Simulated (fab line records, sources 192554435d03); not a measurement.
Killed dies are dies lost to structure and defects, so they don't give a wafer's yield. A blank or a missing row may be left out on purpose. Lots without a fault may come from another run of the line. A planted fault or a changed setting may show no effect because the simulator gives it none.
Which tool did it? | flow n5_finfet | 24 lots, 72 wafers sampled, at 4 steps of a route of 1938

WHAT THE GAUGES READ, wafer by wafer
N5_BEOL_M9_CD_MEAS_11: target cd 64.1 nm.
lot  | measured     | on        | cd_nm (nm)
L075 | day 10 16:04 | cd_sem-01 | 65.0 65.3 65.1
L074 | day 10 18:05 | cd_sem-01 | 64.4 64.8 64.6
L076 | day 11 03:44 | cd_sem-03 | 64.2 64.6 65.2
L080 | day 11 11:44 | cd_sem-02 | 64.4 63.3 63.4
L078 | day 11 14:20 | cd_sem-01 | 63.6 64.3 63.8
L077 | day 11 14:34 | cd_sem-01 | 64.6 64.9 64.2
L079 | day 12 03:25 | cd_sem-02 | 64.5 64.4 64.0
L081 | day 12 18:01 | cd_sem-01 | 63.9 64.0 64.4
L082 | day 12 18:14 | cd_sem-02 | 64.7 64.3 64.1
L083 | day 13 10:13 | cd_sem-01 | 64.6 64.4 65.3
L084 | day 13 10:03 | cd_sem-02 | 64.1 63.8 63.5
L086 | day 14 10:04 | cd_sem-01 | 64.1 64.4 63.8
L085 | day 14 11:10 | cd_sem-01 | 64.1 64.4 64.0
L088 | day 14 13:47 | cd_sem-01 | 64.0 64.3 64.6
L087 | day 14 23:53 | cd_sem-01 | 64.3 65.6 64.8
L089 | day 15 00:38 | cd_sem-02 | 65.3 64.2 64.9
L093 | day 15 01:07 | cd_sem-02 | 65.0 63.8 64.9
L091 | day 15 09:47 | cd_sem-03 | 64.8 64.7 64.5
L090 | day 15 10:55 | cd_sem-01 | 64.4 65.3 64.0
L095 | day 15 19:55 | cd_sem-03 | 64.4 64.1 64.8
L094 | day 15 20:34 | cd_sem-03 | 63.9 64.6 64.3
L092 | day 15 20:59 | cd_sem-01 | 63.4 63.4 63.5
L096 | day 16 23:55 | cd_sem-02 | 64.5 63.9 64.6
L097 | day 17 18:42 | cd_sem-01 | 64.9 64.7 64.8

WHICH TOOL RAN EACH LOT (tool, then ch and the chambers of the sampled wafers, then the start)
lot  | N5_BEOL_M8_STRIP_80                           | N5_BEOL_M8_PRE_CLEAN_45      | N5_BEOL_M9_HM_DEP_02
L075 | rie_diel-01 ch 0,1, day 10 11:14 or earlier   | pvd_sputter-01, day 10 11:14 | pvd_sputter-01, day 10 15:42
L074 | rie_diel-03 ch 1,2, day 10 13:43 or earlier   | pvd_sputter-01, day 10 13:43 | pvd_sputter-01, day 10 17:32
L076 | rie_diel-04 ch 0,3, day 11 00:14 or earlier   | pvd_sputter-02, day 11 00:14 | pvd_sputter-03, day 11 03:22
L080 | rie_diel-04 ch 0,2,3, day 11 06:52 or earlier | pvd_sputter-01, day 11 06:52 | pvd_sputter-02, day 11 11:22
L078 | rie_diel-04 ch 0,1, day 11 09:08 or earlier   | pvd_sputter-01, day 11 09:08 | pvd_sputter-03, day 11 13:58
L077 | rie_diel-01 ch 1,2,3, day 11 09:47 or earlier | pvd_sputter-01, day 11 09:47 | pvd_sputter-03, day 11 14:04
L079 | rie_diel-04 ch 0,2,3, day 11 19:48 or earlier | pvd_sputter-02, day 11 19:48 | pvd_sputter-02, day 12 02:55
L081 | rie_diel-04 ch 1,3, day 12 12:25 or earlier   | pvd_sputter-03, day 12 12:25 | pvd_sputter-03, day 12 17:31
L082 | rie_diel-03 ch 0,1,3, day 12 14:52 or earlier | pvd_sputter-02, day 12 14:52 | pvd_sputter-02, day 12 17:44
L083 | rie_diel-01 ch 0,2, day 13 01:07 or earlier   | pvd_sputter-01, day 13 01:07 | pvd_sputter-03, day 13 09:40
L084 | rie_diel-01 ch 0,2, day 13 01:51 or earlier   | pvd_sputter-01, day 13 01:51 | pvd_sputter-03, day 13 09:34
L086 | rie_diel-01 ch 0,1,3, day 14 06:02 or earlier | pvd_sputter-01, day 14 06:02 | pvd_sputter-03, day 14 09:34
L085 | rie_diel-01 ch 1,2, day 14 06:49 or earlier   | pvd_sputter-01, day 14 06:49 | pvd_sputter-03, day 14 10:47
L088 | rie_diel-03 ch 0,3, day 14 09:27 or earlier   | pvd_sputter-03, day 14 09:27 | pvd_sputter-02, day 14 13:17
L087 | rie_diel-04 ch 0,3, day 14 18:02 or earlier   | pvd_sputter-03, day 14 18:02 | pvd_sputter-03, day 14 23:23
L089 | rie_diel-03 ch 0,2,3, day 14 20:47 or earlier | pvd_sputter-01, day 14 20:47 | pvd_sputter-01, day 15 00:08
L093 | rie_diel-03 ch 0,2,3, day 14 20:58 or earlier | pvd_sputter-03, day 14 20:58 | pvd_sputter-01, day 15 00:37
L091 | rie_diel-04 ch 0,3, day 15 03:56 or earlier   | pvd_sputter-03, day 15 03:56 | pvd_sputter-01, day 15 09:17
L090 | rie_diel-03 ch 0,1, day 15 06:01 or earlier   | pvd_sputter-03, day 15 06:01 | pvd_sputter-01, day 15 10:32
L095 | rie_diel-04 ch 2,3, day 15 13:51 or earlier   | pvd_sputter-02, day 15 13:51 | pvd_sputter-03, day 15 19:31
L094 | rie_diel-01 ch 0,2,3, day 15 14:15 or earlier | pvd_sputter-02, day 15 14:15 | pvd_sputter-03, day 15 20:04
L092 | rie_diel-03 ch 0,1, day 15 14:20 or earlier   | pvd_sputter-02, day 15 14:20 | pvd_sputter-03, day 15 20:29
L096 | rie_diel-01 ch 1,2, day 16 15:55 or earlier   | pvd_sputter-03, day 16 15:55 | pvd_sputter-02, day 16 23:25
L097 | rie_diel-03 ch 2,3, day 17 12:33 or earlier   | pvd_sputter-03, day 17 12:33 | pvd_sputter-01, day 17 18:13
- N5_BEOL_M8_STRIP_80: strips in N2/H2, time 10 s.
- N5_BEOL_M8_PRE_CLEAN_45: time 30 s.
- N5_BEOL_M9_HM_DEP_02: deposits TiN, target thk 20 nm.

WHAT THE TOOLS THEMSELVES READ (means of the sampled wafers that have a number; where no wafer has one, the mark that the record gives instead)
N5_BEOL_M8_STRIP_80.
lot  | tool        | drypump_motor_current_A (A) | oes_product_au (a.u.) | rf_vpp_V (V) | showerhead_plenum_p_Torr (Torr) | throttle_valve_pct (%)
L075 | rie_diel-01 | 5.4                         | 0.89                  | 59.2         | 2.52                            | 23.55
L074 | rie_diel-03 | 5.4                         | 0.83                  | 59.2         | 2.60                            | 23.41
L076 | rie_diel-04 | 5.4                         | 0.92                  | 59.0         | 2.55                            | 23.44
L080 | rie_diel-04 | 5.5                         | 0.87                  | 58.8         | 2.57                            | 23.41
L078 | rie_diel-04 | 5.6                         | 0.89                  | 57.8         | 2.47                            | 23.53
L077 | rie_diel-01 | 5.4                         | 0.90                  | 59.5         | 2.62                            | 23.50
L079 | rie_diel-04 | 5.5                         | 0.86                  | 59.3         | 2.57                            | 23.42
L081 | rie_diel-04 | 6.0                         | 0.85                  | 59.2         | 2.62                            | 23.94
L082 | rie_diel-03 | 5.4                         | 0.78                  | 59.8         | 2.59                            | 23.40
L083 | rie_diel-01 | 5.8                         | 0.90                  | 60.1         | 2.62                            | 23.75
L084 | rie_diel-01 | 5.7                         | 0.87                  | 59.0         | 2.54                            | 23.68
L086 | rie_diel-01 | 5.2                         | 0.84                  | 60.1         | 2.53                            | 23.47
L085 | rie_diel-01 | 5.5                         | 0.87                  | 59.4         | 2.62                            | 23.61
L088 | rie_diel-03 | 5.5                         | 0.75                  | 59.4         | 2.58                            | 23.47
L087 | rie_diel-04 | 5.6                         | 0.84                  | 59.5         | 2.61                            | 23.67
L089 | rie_diel-03 | 5.5                         | 0.74                  | 59.1         | 2.50                            | 23.62
L093 | rie_diel-03 | 5.5                         | 0.73                  | 59.5         | 2.50                            | 23.61
L091 | rie_diel-04 | 5.6                         | 0.84                  | 59.7         | 2.61                            | 23.67
L090 | rie_diel-03 | 5.3                         | 0.75                  | 59.5         | 2.51                            | 23.46
L095 | rie_diel-04 | 5.5                         | 0.79                  | 58.9         | 2.59                            | 23.43
L094 | rie_diel-01 | 5.5                         | 0.84                  | 59.1         | 2.56                            | 23.60
L092 | rie_diel-03 | 5.3                         | 0.78                  | 59.3         | 2.58                            | 23.38
L096 | rie_diel-01 | 5.5                         | 0.84                  | 59.3         | 2.61                            | 23.63
L097 | rie_diel-03 | 5.5                         | 0.71                  | 58.9         | 2.49                            | 23.73

N5_BEOL_M8_PRE_CLEAN_45.
lot  | tool           | heater_power_w (W)
L075 | pvd_sputter-01 | 300
L074 | pvd_sputter-01 | 305
L076 | pvd_sputter-02 | 350
L080 | pvd_sputter-01 | 313
L078 | pvd_sputter-01 | 302
L077 | pvd_sputter-01 | 319
L079 | pvd_sputter-02 | 347
L081 | pvd_sputter-03 | 329
L082 | pvd_sputter-02 | 352
L083 | pvd_sputter-01 | 336
L084 | pvd_sputter-01 | 298
L086 | pvd_sputter-01 | 302
L085 | pvd_sputter-01 | 303
L088 | pvd_sputter-03 | 313
L087 | pvd_sputter-03 | 346
L089 | pvd_sputter-01 | 311
L093 | pvd_sputter-03 | 337
L091 | pvd_sputter-03 | 340
L090 | pvd_sputter-03 | 309
L095 | pvd_sputter-02 | 357
L094 | pvd_sputter-02 | 350
L092 | pvd_sputter-02 | 329
L096 | pvd_sputter-03 | 316
L097 | pvd_sputter-03 | 316

N5_BEOL_M9_HM_DEP_02.
lot  | tool           | throttle_valve_pct (%)
L075 | pvd_sputter-01 | 31.8
L074 | pvd_sputter-01 | 31.4
L076 | pvd_sputter-03 | 29.8
L080 | pvd_sputter-02 | 29.2
L078 | pvd_sputter-03 | 30.1
L077 | pvd_sputter-03 | 30.3
L079 | pvd_sputter-02 | 29.5
L081 | pvd_sputter-03 | 29.2
L082 | pvd_sputter-02 | 29.3
L083 | pvd_sputter-03 | 29.9
L084 | pvd_sputter-03 | 29.4
L086 | pvd_sputter-03 | 30.1
L085 | pvd_sputter-03 | 29.5
L088 | pvd_sputter-02 | 29.5
L087 | pvd_sputter-03 | 29.2
L089 | pvd_sputter-01 | 31.2
L093 | pvd_sputter-01 | 30.6
L091 | pvd_sputter-01 | 30.8
L090 | pvd_sputter-01 | 30.9
L095 | pvd_sputter-03 | 30.3
L094 | pvd_sputter-03 | 29.6
L092 | pvd_sputter-03 | 30.6
L096 | pvd_sputter-02 | 30.4
L097 | pvd_sputter-01 | 31.5

THE ANSWER, worked out from the rows above alone
Rule: what is usual is taken from the lots themselves. Put in order of their means at a reading, lots are off if they are a third of the lots or fewer, leave a main group of 4 or more, and stand apart from it by a gap of 3 or more times the standard deviation of the main group's means; of several such gaps the widest counts. A main group whose means are all the same, to the digits that the tables above print for the reading, isn't used. A lot without any number at a reading at which 4 lots or more have one is off too. The other lots that the step has rows for count as sound. The gauges are gone through in route order, then the tools' own readings, and for those a lot's mean is taken as printed above. The first step at which some lot is off is used, and at that step the reading that is off furthest; a lot without a number counts as furthest.
No lot is off at any reading shown: from this, nothing can be told.

WHAT THE SIMULATOR HAD PUT IN
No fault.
